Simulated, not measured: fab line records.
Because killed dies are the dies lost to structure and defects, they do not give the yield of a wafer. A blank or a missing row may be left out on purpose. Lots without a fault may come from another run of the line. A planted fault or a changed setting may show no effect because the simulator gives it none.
Lot-split experiment    flow n5-finfet    on a route of 1938 steps: 7 lots, 21 wafers read

ABOUT THE SPLIT
At N5_BEOL_M0_ETCH_109 (etches SiCN in CH3F/O2, target depth 8 nm, overetch 2.4 nm, time 27.4 s), the setting bias-w was moved away from the recipe's 75 W on 8 of the 21 wafers read, by -14.7% to +13.9%. All remaining wafers had this setting at the recipe value.

The split's own step is where the reading is taken.

THE READING
rf-vpp-V, in V, at N5_BEOL_M0_ETCH_109 (etches SiCN in CH3F/O2, target depth 8 nm, overetch 2.4 nm, time 27.4 s). Typical for fault-free wafers on this fab line: 297.6 V, with standard deviation 1.5 V.

wafer   tool, chamber at the split  bias-w as run, W  against the recipe  rf-vpp-V, V  against lot-mates on the recipe
L079.2  rie-diel-01, 1              85.44             +13.9%              324.7        +27.6
L079.5  rie-diel-01, 0              75                recipe              297.1        -
L079.6  rie-diel-01, 1              85.44             +13.9%              325.5        +28.4
L081.1  rie-diel-03, 0              63.98             -14.7%              270.0        -25.3
L081.3  rie-diel-03, 2              75                recipe              295.4        -
L081.5  rie-diel-03, 1              75                recipe              295.2        -
L084.2  rie-diel-03, 3              75                recipe              296.4        -
L084.5  rie-diel-03, 3              75                recipe              296.2        -
L084.6  rie-diel-03, 0              75                recipe              299.4        -
L083.1  rie-diel-01, 0              75                recipe              298.8        -
L083.3  rie-diel-01, 2              69.92             -6.8%               284.7        -13.8
L083.4  rie-diel-01, 2              75                recipe              298.1        -
L091.2  rie-diel-01, 2              83.98             +12.0%              321.4        +24.3
L091.4  rie-diel-01, 0              75                recipe              297.1        -
L091.6  rie-diel-01, 1              83.98             +12.0%              321.3        +24.2
L094.1  rie-diel-03, 0              75                recipe              298.4        -
L094.2  rie-diel-03, 2              75                recipe              295.9        -
L094.3  rie-diel-03, 3              75                recipe              298.6        -
L095.1  rie-diel-05, 0              75                recipe              296.5        -
L095.2  rie-diel-05, 2              68.62             -8.5%               279.5        -17.0
L095.3  rie-diel-05, 1              68.62             -8.5%               282.0        -14.5

FIT RESULTS
A straight line over all 21 wafers: rf-vpp-V changes by +1.96 V for each +1% of bias-w; r = +1.00; the points scatter about the line by 1.3 V.
The same after taking each lot's own level away (the mean of its wafers on the recipe; 21 wafers): +1.93 V for each +1%; r = +1.00; scatter 1.2 V.
That fit puts the effect of the largest move of bias-w on the reading at 28 V.
Across the lots, their own levels run from 295.30 to 298.45 V, a range of 2.1 times the standard deviation given above.
Hence the lot-to-lot level has little effect on the slope; both slopes agree.
Check: for one of the wafers moved furthest among these (-14.7%), held out of the fit, the line's prediction against its lot-mates is -29 V. It came out at -25.3 V against them.
Tool readings at the split's step, against how far the setting was moved: rf-vpp-V r = +1.00.

THESE WAFERS: OTHER SPLITS
Note: prior to the reading, these wafers also went through further splits. Each is held against what the fit with the lots' levels taken away leaves over:
other split on the same wafers            wafers away from the commonest value  r with rf-vpp-V (lot level and that fit taken away)
N5_FIN_SAQP_EXPOSE_13 dose-mj             8                                     +0.07
N5_DUMMY_GATE_PECVD_30 time-s             8                                     +0.19
N5_HKMG_FIN_HK_ALD_01 ald-cycles          7                                     -0.03
N5_HKMG_FIN_COAT_85 spin-rpm              3                                     +0.10
N5_MOL_CONTACT_COAG_CVD_140 target-thk-a  5                                     +0.17
N5_BEOL_M0_SAQP_COAT_08 spin-rpm          3                                     -0.04

THE FILE'S OWN FIT
rf-vpp-V changes by +1.9 V for each +1% of bias-w, r = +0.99.
